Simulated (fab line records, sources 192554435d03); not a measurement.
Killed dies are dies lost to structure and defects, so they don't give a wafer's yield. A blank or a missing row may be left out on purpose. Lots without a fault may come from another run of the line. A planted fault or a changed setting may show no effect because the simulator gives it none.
Problem report in the 8D (eight disciplines) form, filled by code | flow n5_finfet | the parts of the form that need people (team, actions taken, sign-off) are left out

1. THE PROBLEM
cd_nm at N5_PASSIVATION_CD_MEAS_44 reads a mean of 40075 nm on 3 wafers of 3 lots; wafers without a fault read 40002 nm with a standard deviation of 3.7. That is +20 standard deviations from the usual mean.
The step: target cd 40000 nm.
First seen on wafer L895.3, day 14 08:38, on cd_sem-01. The record holds 27 wafers of 10 lots with a number at this step. Rule for "out", or "out of limits": more than 4 standard deviations from the usual mean. The other wafers with a number count as sound.

2. WHAT IT IS AND WHAT IT IS NOT
question                    | is                     | is not
which readings at this step | cd_nm                  | -
which lots                  | L895, L897, L898       | L889, L890, L892, L902, L903, L907, L911
which wafers of those lots  | L895.3, L897.5, L898.5 | L895.2, L897.2, L898.2
read on which gauges        | cd_sem-01, cd_sem-02   | cd_sem-03
when                        | from day 14 08:38      | up to then (10 sound wafers); but 14 sound wafers of L897, L898, L902, L903, L907, L911 came after

3. SUSPECTS, AND WHAT RULES EACH OUT
Counting: a tool at a process step up to the reading stays a suspect if it ran every lot that is out. Sound lots after the first of them don't rule it out here, since some wafers of a struck lot are sound.
- the gauge at N5_PASSIVATION_CD_MEAS_44: ruled out. The wafers that are out were read on 2 gauges (cd_sem-01, cd_sem-02).
- krf_scanner-01 at N5_PASSIVATION_EXPOSE_41 (exposes mask PASS OPEN, defocus 0 nm, target cd 40000 nm): kept. It ran every lot that is out, first L895 (day 14 08:28); its last sound lot up to then is L890 (day 12 21:23).
Left after counting: krf_scanner-01 at N5_PASSIVATION_EXPOSE_41.

4. THE CAUSE (what the simulator had put in)
Process parameter drift: krf_scanner-01, from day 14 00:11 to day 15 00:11, at N5_PASSIVATION_EXPOSE_41. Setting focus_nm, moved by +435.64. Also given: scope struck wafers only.
Counting left only this tool.

5. THE CHAIN OF EFFECTS, in route order
Each row: a reading whose mean over the struck wafers that have a number lies more than 3 standard deviations from the usual. Only readings for which the record gives a usual standard deviation are gone through. hours: the time from each lot's start at the first step in this table that gives one to its start at this step, as a median over the lots. sigmas: the change in usual standard deviations.
hours | step                      | reading | usual    | on struck wafers | change | sigmas
0     | N5_PASSIVATION_CD_MEAS_44 | cd_nm   | 40002 nm | 40075            | +73    | +20

6. WHAT WOULD HAVE CAUGHT IT SOONER
In this record the first reading out of limits at a measuring or inspecting step was taken at day 14 08:38, 8 hours after the fault began at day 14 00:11.
Of the tool readings at N5_PASSIVATION_EXPOSE_41 for which the record gives a usual standard deviation, none was out on any struck wafer, so an alarm limit of 4 standard deviations on them would not have fired.
Of the lots that are out (3), L897, L898 began N5_PASSIVATION_EXPOSE_41 on krf_scanner-01 after day 14 08:38. A hold on the tool at that time would have spared those 2.
